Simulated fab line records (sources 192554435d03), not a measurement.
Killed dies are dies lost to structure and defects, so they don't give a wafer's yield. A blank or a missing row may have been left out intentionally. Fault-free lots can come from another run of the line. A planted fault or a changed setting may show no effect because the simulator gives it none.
Matching of chambers | flow n5_finfet | N5_BEOL_M4_STRIP_19 on rie_diel-05 has 4 sister chambers
The step strips in O2. 20 wafers are shown with their chamber, then 10 later ones without.

WAFERS, EACH WITH ITS CHAMBER
wafer  | chamber | showerhead_plenum_p_Torr (Torr) | drypump_motor_current_A (A) | throttle_valve_pct (%)
L079.3 | 2       | 2.03                            | 5.6                         | 16.81
L079.4 | 1       | 2.14                            | 6.1                         | 16.35
L079.6 | 1       | 2.14                            | 6.1                         | 16.36
L080.3 | 2       | 2.02                            | 5.6                         | 16.81
L080.5 | 0       | 2.04                            | 5.5                         | 16.36
L080.6 | 1       | 2.14                            | 6.1                         | 16.37
L084.2 | 0       | 2.04                            | 5.5                         | 16.39
L084.4 | 2       | 2.02                            | 5.7                         | 16.83
L084.5 | 2       | 2.02                            | 5.7                         | 16.81
L086.2 | 0       | 2.04                            | 5.5                         | 16.39
L086.3 | 1       | 2.14                            | 6.1                         | 16.40
L086.6 | 3       | 2.22                            | 5.0                         | 16.52
L089.1 | 1       | 2.14                            | 6.1                         | 16.40
L089.5 | 1       | 2.14                            | 6.1                         | 16.40
L089.6 | 0       | 2.03                            | 5.5                         | 16.40
L088.1 | 3       | 2.22                            | 4.9                         | 16.53
L088.4 | 1       | 2.14                            | 6.1                         | 16.40
L088.6 | 3       | 2.22                            | 4.9                         | 16.52
L090.1 | 2       | 2.02                            | 5.7                         | 16.84
L090.3 | 1       | 2.14                            | 6.1                         | 16.39

SIGNATURES (means of the wafers above)
reading                  | chamber 0 | chamber 1 | chamber 2 | chamber 3 | scatter within a chamber
showerhead_plenum_p_Torr | 2.0375    | 2.1400    | 2.0220    | 2.2200    | 0.00311
drypump_motor_current_A  | 5.500     | 6.100     | 5.660     | 4.933     | 0.0342
throttle_valve_pct       | 16.3850   | 16.3837   | 16.8200   | 16.5233   | 0.0172
Rule: for each reading, subtract the chamber's mean from the wafer's reading, divide by that reading's scatter and square the result; add these up over the readings and take the root, which gives the wafer's distance from the chamber. If the next closest chamber is less than 2 further off than the closest, the wafer can't be placed; otherwise it belongs to the closest. The scatter is the square root of a quotient: the sum, over the shown wafers, of each reading's squared deviation from its chamber's mean, divided by wafers minus chambers.

WAFERS WITH NO CHAMBER GIVEN
wafer  | showerhead_plenum_p_Torr (Torr) | drypump_motor_current_A (A) | throttle_valve_pct (%)
L090.4 | 2.22                            | 4.9                         | 16.52
L094.1 | 2.13                            | 6.1                         | 16.41
L094.5 | 2.03                            | 5.5                         | 16.41
L094.6 | 2.13                            | 6.1                         | 16.42
L095.3 | 2.03                            | 5.5                         | 16.43
L095.4 | 2.21                            | 5.0                         | 16.56
L095.6 | 2.21                            | 5.0                         | 16.55
L096.1 | 2.21                            | 5.0                         | 16.54
L096.4 | 2.01                            | 5.6                         | 16.88
L096.5 | 2.21                            | 4.9                         | 16.57

CHAMBER TAKEN BY EACH
wafer  | from the rows above | in truth
L090.4 | 3                   | 3
L094.1 | 1                   | 1
L094.5 | 0                   | 0
L094.6 | 1                   | 1
L095.3 | 0                   | 0
L095.4 | 3                   | 3
L095.6 | 3                   | 3
L096.1 | 3                   | 3
L096.4 | 2                   | 2
L096.5 | 3                   | 3
Placed correctly: 10 of 10. From these rows, 0 cannot be placed. 0 placed wrongly.
